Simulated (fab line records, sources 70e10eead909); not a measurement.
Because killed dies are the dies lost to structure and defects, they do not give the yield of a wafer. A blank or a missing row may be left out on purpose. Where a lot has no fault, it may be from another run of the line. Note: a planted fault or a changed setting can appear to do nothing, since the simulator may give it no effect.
Which tool is to blame? -- flow nandHarc -- 42 wafers from 15 lots sampled at 4 of the route's 1302 steps

## WHAT THE GAUGES READ, wafer by wafer
NHARC_A_ONON_D1_THK_MEAS_02: measures by ellipsometry.
lot,measured,on,thkNm (nm)
L357,day 7 23:20,filmMetro-02,1002 1000 999
L359,day 8 05:52,filmMetro-02,997 997 994
L360,day 8 23:10,filmMetro-01,992 992 994
L362,day 9 16:35,filmMetro-01,985 985 983
L364,day 10 17:20,filmMetro-02,1013 1011 1012
L365,day 10 21:57,filmMetro-01,1000 1001 1001
L366,day 11 14:12,filmMetro-02,996 998 997
L367,day 12 00:44,filmMetro-02,993 993 994
L370,day 12 23:02,filmMetro-02,996 995 997
L371,day 14 01:27,filmMetro-02,993 992
L373,day 14 10:44,filmMetro-01,1005 1003
L374,day 14 20:11,filmMetro-01,991 990
L378,day 16 08:26,filmMetro-01,1003 1005 1005
L379,day 16 18:47,filmMetro-01,1007 1010 1008
L380,day 17 04:14,filmMetro-02,1023 1023 1025

NHARC_A_ONON_D1_THK_MEAS_27: measures by ellipsometry.
lot,measured,on,thkNm (nm)
L357,day 8 11:14,filmMetro-02,1007 1007 1008
L359,day 8 20:05,filmMetro-02,998 998 996
L360,day 9 11:13,filmMetro-02,999 999 999
L362,day 10 04:23,filmMetro-01,999 999 999
L364,day 11 05:22,filmMetro-01,1001 1001 1001
L365,day 11 09:43,filmMetro-01,998 998 997
L366,day 12 01:59,filmMetro-02,1009 1009 1009
L367,day 12 12:44,filmMetro-01,990 988 991
L370,day 13 12:43,filmMetro-01,1000 1000 999
L371,day 14 12:59,filmMetro-01,1010 563
L373,day 14 22:34,filmMetro-02,553 998
L374,day 15 10:09,filmMetro-02,566 1015
L378,day 16 20:11,filmMetro-01,1003 1003 1002
L379,day 17 06:34,filmMetro-01,1006 1004 1004
L380,day 17 17:22,filmMetro-02,983 983 985

NHARC_A_ONON_D1_INSPECT_32.
lot,measured,on,rawDefectCount
L357,day 8 12:20,defectInspect-02,71 70 75
L359,day 8 21:14,defectInspect-02,57 63 52
L360,day 9 12:19,defectInspect-02,75 30 66
L362,day 10 05:30,defectInspect-02,62 83 53
L364,day 11 06:28,defectInspect-01,172 97 93
L365,day 11 10:50,defectInspect-01,65 65 57
L366,day 12 03:07,defectInspect-01,58 62 51
L367,day 12 13:50,defectInspect-02,106 68 150
L370,day 13 13:49,defectInspect-02,77 108 75
L371,day 14 14:07,defectInspect-02,96 72
L373,day 14 23:42,defectInspect-01,56 20
L374,day 15 11:24,defectInspect-01,85 45
L378,day 16 21:17,defectInspect-02,55 74 85
L379,day 17 07:40,defectInspect-01,61 45 54
L380,day 17 18:29,defectInspect-02,55 48 30

## WHICH TOOL RAN EACH LOT (tool, then ch and the chambers of the sampled wafers, then the start)
lot,NHARC_A_ONON_D1_DEP_25
L357,"pecvdOnon-01 ch 0, day 8 10:54"
L359,"pecvdOnon-03 ch 0, day 8 19:34"
L360,"pecvdOnon-01 ch 0, day 9 10:46"
L362,"pecvdOnon-01 ch 0, day 10 03:52"
L364,"pecvdOnon-03 ch 0, day 11 04:52"
L365,"pecvdOnon-02 ch 0, day 11 09:12"
L366,"pecvdOnon-02 ch 0, day 12 01:32"
L367,"pecvdOnon-02 ch 0, day 12 12:17"
L370,"pecvdOnon-02 ch 0, day 13 12:23"
L371,"pecvdOnon-02 ch 0, day 14 12:32"
L373,"pecvdOnon-02 ch 0, day 14 22:04"
L374,"pecvdOnon-02 ch 0, day 15 09:38"
L378,"pecvdOnon-01 ch 0, day 16 19:44"
L379,"pecvdOnon-03 ch 0, day 17 06:03"
L380,"pecvdOnon-03 ch 0, day 17 16:58"
- NHARC_A_ONON_D1_DEP_25: target thk 1000 nm.

## AS READ BY THE TOOLS THEMSELVES (means over the sampled wafers that have a number; for cases with no such wafer, the mark the record gives instead)
The record holds no such reading with a usual standard deviation.

## THE ANSWER, worked out from the rows above alone
Rule: the usual values come from the lots themselves. Put in order of their means at a reading, lots are off if they are a third of the lots or fewer, leave a main group of 4 or more, and stand apart from it by a gap of 3 or more times the standard deviation of the main group's means; of several such gaps the widest counts. The tables above print the reading to a certain number of digits; a main group whose means all agree to those digits is not used. A lot without any number at a reading at which 4 lots or more have one is off too. All remaining lots with rows at the step are treated as sound. The gauges are gone through in route order, then the tools' own readings, and for those a lot's mean is taken as printed above. At the first step where some lot is off, the reading lying furthest off is the one used; lots without a number count as furthest.
Off at NHARC_A_ONON_D1_THK_MEAS_27 (thkNm): L371, L373, L374. The main group: mean 999 nm, standard deviation 6.7.
If a tool, at a process step before that reading, ran all the lots that are off and no sound lot after the first of them, it fits. The gauges at NHARC_A_ONON_D1_THK_MEAS_27 are tried like those tools. One candidate fits, namely pecvdOnon-02 at NHARC_A_ONON_D1_DEP_25. Its last sound lot is L370 (day 13 12:23), its first lot that is off L371 (day 14 12:32): a fault that began between those two fits.

## WHAT THE SIMULATOR HAD PUT IN
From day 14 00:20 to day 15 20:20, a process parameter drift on pecvdOnon-02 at NHARC_A_ONON_D1_DEP_25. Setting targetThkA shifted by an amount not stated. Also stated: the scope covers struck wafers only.
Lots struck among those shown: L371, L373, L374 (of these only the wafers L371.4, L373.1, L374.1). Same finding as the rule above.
